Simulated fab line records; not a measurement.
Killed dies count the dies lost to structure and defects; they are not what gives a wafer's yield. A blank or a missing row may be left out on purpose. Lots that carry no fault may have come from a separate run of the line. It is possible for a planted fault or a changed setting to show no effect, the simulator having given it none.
Which tool did it? ; flow n5Finfet ; 36 wafers from 12 lots sampled at 4 of the route's 1938 steps

WHAT THE GAUGES READ, wafer by wafer
The record holds no reading of a measuring or inspecting step that can be judged against a usual standard deviation.

WHICH TOOL RAN EACH LOT (tool, then ch and the chambers of the sampled wafers, then the start)
lot;N5_BEOL_M5_ANNEAL_49;N5_BEOL_M5_ANNEAL_82;N5_BEOL_M5_SPUTTER_88;N5_BEOL_M5_CO_CAP_78
L703;pvdSputter-03, day 9 01:13;pvdSputter-03, day 9 02:18;pvdSputter-03, day 9 04:24;cvdCo-02 ch 0,2, day 9 06:37
L706;pvdSputter-02, day 9 08:24;pvdSputter-02, day 9 09:29;pvdSputter-02, day 9 11:35;cvdCo-01 ch 0,2, day 9 15:41
L705;pvdSputter-01, day 9 10:23;pvdSputter-01, day 9 11:28;pvdSputter-01, day 9 13:34;cvdCo-01 ch 1,2, day 9 15:48
L708;pvdSputter-01, day 9 16:25;pvdSputter-01, day 9 17:30;pvdSputter-01, day 9 19:35;cvdCo-02 ch 0,1, day 9 21:33
L709;pvdSputter-03, day 10 18:17;pvdSputter-03, day 10 19:22;pvdSputter-03, day 10 21:28;cvdCo-02 ch 0,1,2, day 10 23:25
L711;pvdSputter-03, day 11 21:40;pvdSputter-03, day 11 22:45;pvdSputter-03, day 12 00:50;cvdCo-01 ch 0,1, day 12 02:48
L722;pvdSputter-02, day 15 00:30;pvdSputter-02, day 15 01:35;pvdSputter-02, day 15 03:41;cvdCo-01 ch 0,1, day 15 05:38
L721;pvdSputter-01, day 15 03:39;pvdSputter-01, day 15 04:44;pvdSputter-01, day 15 06:50;cvdCo-01 ch 0,2, day 15 08:47
L720;pvdSputter-02, day 15 06:35;pvdSputter-02, day 15 07:40;pvdSputter-02, day 15 09:46;cvdCo-02 ch 0,2, day 15 11:44
L723;pvdSputter-03, day 15 07:13;pvdSputter-03, day 15 08:18;pvdSputter-03, day 15 10:24;cvdCo-02 ch 0,2, day 15 12:51
L726;pvdSputter-03, day 15 21:22;pvdSputter-03, day 15 22:26;pvdSputter-03, day 16 00:32;cvdCo-02 ch 0,1,2, day 16 02:30
L724;pvdSputter-01, day 15 21:55;pvdSputter-01, day 15 23:01;pvdSputter-01, day 16 01:06;cvdCo-02 ch 0,1,2, day 16 03:07
- N5_BEOL_M5_ANNEAL_49: time 1800 s.
- N5_BEOL_M5_ANNEAL_82: time 1800 s.
- N5_BEOL_M5_SPUTTER_88: material Cu, target thk 15 nm, time 27.62 s.
- N5_BEOL_M5_CO_CAP_78: material Co, precursor CCTBA/H2, target thk 2 nm, time 102.1 s.

AS READ BY THE TOOLS THEMSELVES (means over the sampled wafers that have a number; for cases with no such wafer, the mark the record gives instead)
N5_BEOL_M5_ANNEAL_49. Usual: heaterPowerW 876 W, standard deviation 97; susceptor_temp_C_max 400.9, standard deviation 0.4.
lot;tool;heaterPowerW (W);susceptor_temp_C_max;flag
L703;pvdSputter-03;920;400.8;
L706;pvdSputter-02;921;400.7;
L705;pvdSputter-01;877;401.3;
L708;pvdSputter-01;850;401.2;
L709;pvdSputter-03;940;400.7;
L711;pvdSputter-03;796;400.6;
L722;pvdSputter-02;1014;400.7;
L721;pvdSputter-01;775;401.0;
L720;pvdSputter-02;951;400.9;
L723;pvdSputter-03;871;400.5;
L726;pvdSputter-03;855;400.8;
L724;pvdSputter-01;815;401.2;

N5_BEOL_M5_ANNEAL_82. Usual: heaterPowerW 878 W, standard deviation 96; susceptor_temp_C_max 401.0, standard deviation 0.36.
lot;tool;heaterPowerW (W);susceptor_temp_C_max;flag
L703;pvdSputter-03;934;400.6;
L706;pvdSputter-02;918;400.7;
L705;pvdSputter-01;864;401.0;
L708;pvdSputter-01;853;401.1;
L709;pvdSputter-03;933;400.9;
L711;pvdSputter-03;800;400.8;
L722;pvdSputter-02;993;400.5;
L721;pvdSputter-01;771;401.0;
L720;pvdSputter-02;949;400.8;
L723;pvdSputter-03;871;401.0;
L726;pvdSputter-03;854;401.3;
L724;pvdSputter-01;808;401.2;

N5_BEOL_M5_SPUTTER_88. Usual: 29.9 % for throttleValvePct, sd 1.2.
lot;tool;throttleValvePct (%);flag
L703;pvdSputter-03;30.6;
L706;pvdSputter-02;30.7;
L705;pvdSputter-01;29.7;
L708;pvdSputter-01;29.3;
L709;pvdSputter-03;30.4;
L711;pvdSputter-03;30.0;
L722;pvdSputter-02;29.6;
L721;pvdSputter-01;28.5;
L720;pvdSputter-02;30.7;
L723;pvdSputter-03;30.7;
L726;pvdSputter-03;29.7;
L724;pvdSputter-01;29.2;

N5_BEOL_M5_CO_CAP_78. Usual: chamberPressureTorr 30.00 Torr, standard deviation 0.066; heaterPowerOuterW 125 W, standard deviation 20; heaterPowerW 228 W, standard deviation 41.
lot;tool;chamberPressureTorr (Torr);heaterPowerOuterW (W);heaterPowerW (W);flag
L703;cvdCo-02;30.01;114;212;
L706;cvdCo-01;29.97;131;232;
L705;cvdCo-01;30.00;109;189;
L708;cvdCo-02;30.05;129;237;
L709;cvdCo-02;29.92;124;229;
L711;cvdCo-01;29.99;145;266;
L722;cvdCo-01;30.03;144;269;
L721;cvdCo-01;-;-;-;OFF
L720;cvdCo-02;-;-;-;OFF
L723;cvdCo-02;30.03;120;216;
L726;cvdCo-02;30.00;123;229;
L724;cvdCo-02;29.95;123;231;

THE ANSWER, worked out from the rows above alone
Rule: a lot counts as off when the mean over its wafers that have a number is more than 3 standard deviations away from the usual mean. Also off: a lot with no number at a reading for which 4 or more lots have one. The other lots that the step has rows for count as sound. First the gauges in route order, then the tools' own readings, where a lot's mean is used as printed above. At the first step where some lot is off, the reading lying furthest off is the one used; lots without a number count as furthest.
Off: L721, L720, at N5_BEOL_M5_CO_CAP_78 (chamberPressureTorr). Without a number there: L721, L720.
If a tool, at that step or one of the process steps before it, ran each lot that is off and ran no sound lot following the first of them, it fits. None of those tried fits.

WHAT THE SIMULATOR HAD INSERTED
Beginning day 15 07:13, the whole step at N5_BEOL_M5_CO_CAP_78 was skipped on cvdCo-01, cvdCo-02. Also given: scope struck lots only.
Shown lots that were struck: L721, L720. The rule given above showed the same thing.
